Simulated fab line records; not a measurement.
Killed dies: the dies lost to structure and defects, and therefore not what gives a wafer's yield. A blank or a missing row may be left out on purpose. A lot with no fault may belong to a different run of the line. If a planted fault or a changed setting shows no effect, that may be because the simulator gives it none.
Struck lot and sound lot, side by side + flow n5-finfet + 21 steps out of a route of 1938
Sound: these wafers, L457.1, L457.3, L457.4. Wafers struck: L468.3, L468.5, L468.6. The cause comes at the end.
At each step with rows: each side's tool, then ch and its chambers, then its first start. Under that, the readings that differ: sound wafers + struck wafers + difference of the means + sigmas: that difference in standard deviations of wafers without a fault.
alike: readings whose means differ by less than 2 such deviations, and words and numbers that are the same on both sides. not compared: withheld readings, readings that some wafer has no value for, bounds like >300 that may hide the same value, and numbers for which the record gives no deviation and whose values overlap.
Wherever a step has rows on one side only, a row that says differs or no value, or a row with sigmas, the two part there. When numbers do not overlap yet have no deviation, they are printed without sigmas and do not part them. Lack of a reading on every wafer of one side parts them only where that side has two or more wafers.

N5_BEOL_M6_RS_MEAS_57: the measuring method here is four-point-probe.
  sound: film-metro-01 at day 9 05:56; struck: film-metro-01 at day 11 18:25
  alike: M6_RS
N5_BEOL_M6_INSPECT_58: inspects for defects (darkfield).
  sound: defect-inspect-02 at day 9 05:57; struck: defect-inspect-02 at day 11 18:27
  alike: raw-defect-count
N5_BEOL_M7_ILD_DEP_00: deposits SiCOH lowk from DEMS/porogen, target thk 179.75 nm, time 33.4 s.
  sound on pecvd-04 ch 1,2, day 9 05:59; struck on pecvd-02 ch 0,1,2, day 11 18:29
  alike: heater-power-w, showerhead-plenum-p-Torr, throttle-valve-pct
N5_BEOL_M7_CURE_74: cures SiCOH lowk, time 240 s.
  sound on uv-cure-02 ch 0, day 9 06:04; struck on uv-cure-01 ch 1, day 11 18:43
| reading          | sound             | struck            | difference | sigmas |
|------------------|-------------------|-------------------|------------|--------|
| wafer_temp_C_max | 385.7 385.9 385.5 | 387.1 387.8 388.1 | +2.0       | +3     |
  alike: lamp-power-pct
N5_BEOL_M7_THK_MEAS_01:
  sound: film-metro-02 at day 9 06:34; struck: film-metro-02 at day 11 19:04
  alike: M7_ILD_THK
then, 1 step without rows for these wafers: N5_BEOL_M7_PECVD_70 (deposits SiO2 from TEOS/O2, target thk 20 nm, time 22.7 s).
N5_BEOL_M7_HM_DEP_02: deposits TiN, target thk 20 nm.
  sound: pvd-sputter-02 at day 9 07:58; struck: pvd-sputter-02 at day 11 19:53
  alike: throttle-valve-pct
then, 5 steps without rows for these wafers: N5_BEOL_M7_COAT_59 (time 60 s, resist thk 100 nm); N5_BEOL_M7_COAT_60 (time 60 s, resist thk 35 nm); N5_BEOL_M7_COAT_05 (resist thk 90 nm); N5_BEOL_M7_EBR_07; N5_BEOL_M7_SOFTBAKE_06 (time 60 s).
N5_BEOL_M7_EXPOSE_08: exposes mask M7.
  sound on arfi-scanner-02 ch 0, day 9 08:13; struck on arfi-scanner-01 ch 0, day 11 20:10
| reading              | sound             | struck            | difference | sigmas |
|----------------------|-------------------|-------------------|------------|--------|
| exposure-dose-mJ-cm2 | 68.25 68.17 68.21 | 68.57 68.76 68.72 | +0.47      | +6     |
  alike: mask
then, 2 steps without rows for these wafers: N5_BEOL_M7_PEB_09 (peb time 60 s); N5_BEOL_M7_DEVELOP_10 (develop time 30 s).
N5_BEOL_M7_CD_MEAS_11: target cd 38.5 nm.
  sound on cd-sem-01 ch 0, day 9 08:20; struck on cd-sem-01 ch 0, day 11 20:16
  alike: cd-nm
N5_BEOL_M7_OVL_MEAS_12:
  sound on overlay-01 ch 0, day 9 08:22; struck on overlay-02 ch 0, day 11 20:19
  alike: M7_OVL
N5_BEOL_M7_INSPECT_13: inspects for defects (brightfield).
  sound: defect-inspect-02 at day 9 08:23; struck: defect-inspect-01 at day 11 20:20
  alike: raw-defect-count
N5_BEOL_M7_DESCUM_16: chemistry O2, time 7.9 s.
  sound on rie-diel-06 ch 1,3, day 9 08:25; struck on rie-diel-06 ch 0,2,3, day 11 20:32
  alike: drypump-motor-current-A, oes-product-au, rf-vpp-V, showerhead-plenum-p-Torr, temp-c, throttle-valve-pct
  not compared: rf-hours-counter-h
N5_BEOL_M7_ETCH_61: etches SiARC in CF4, target depth 45.5 nm, time 75.8 s.
  sound on rie-diel-06 ch 1,3, day 9 08:28; struck on rie-diel-06 ch 0,2,3, day 11 20:34
  alike: drypump-motor-current-A, etch-rf-on-time-s, oes-product-au, rf-vpp-V, showerhead-plenum-p-Torr, throttle-valve-pct
  not compared: rf-hours-counter-h, model.BEOL_M7.cd-offset-nm
N5_BEOL_M7_ETCH_62: etches SOC in N2/H2, target depth 110 nm, overetch 22 nm, time 165 s.
  sound on rie-diel-06 ch 1,3, day 9 08:31; struck on rie-diel-06 ch 0,2,3, day 11 20:37
  alike: drypump-motor-current-A, oes-product-au, rf-vpp-V, showerhead-plenum-p-Torr, temp-c, throttle-valve-pct
  not compared: rf-hours-counter-h

== WHERE THEY PART ==
First at N5_BEOL_M7_CURE_74; last, within this record, at N5_BEOL_M7_EXPOSE_08. Later steps at which nothing parts them and some readings are alike: N5_BEOL_M7_CD_MEAS_11, N5_BEOL_M7_OVL_MEAS_12, N5_BEOL_M7_INSPECT_13, N5_BEOL_M7_DESCUM_16, N5_BEOL_M7_ETCH_61, N5_BEOL_M7_ETCH_62.

WHY: what the simulator had put in
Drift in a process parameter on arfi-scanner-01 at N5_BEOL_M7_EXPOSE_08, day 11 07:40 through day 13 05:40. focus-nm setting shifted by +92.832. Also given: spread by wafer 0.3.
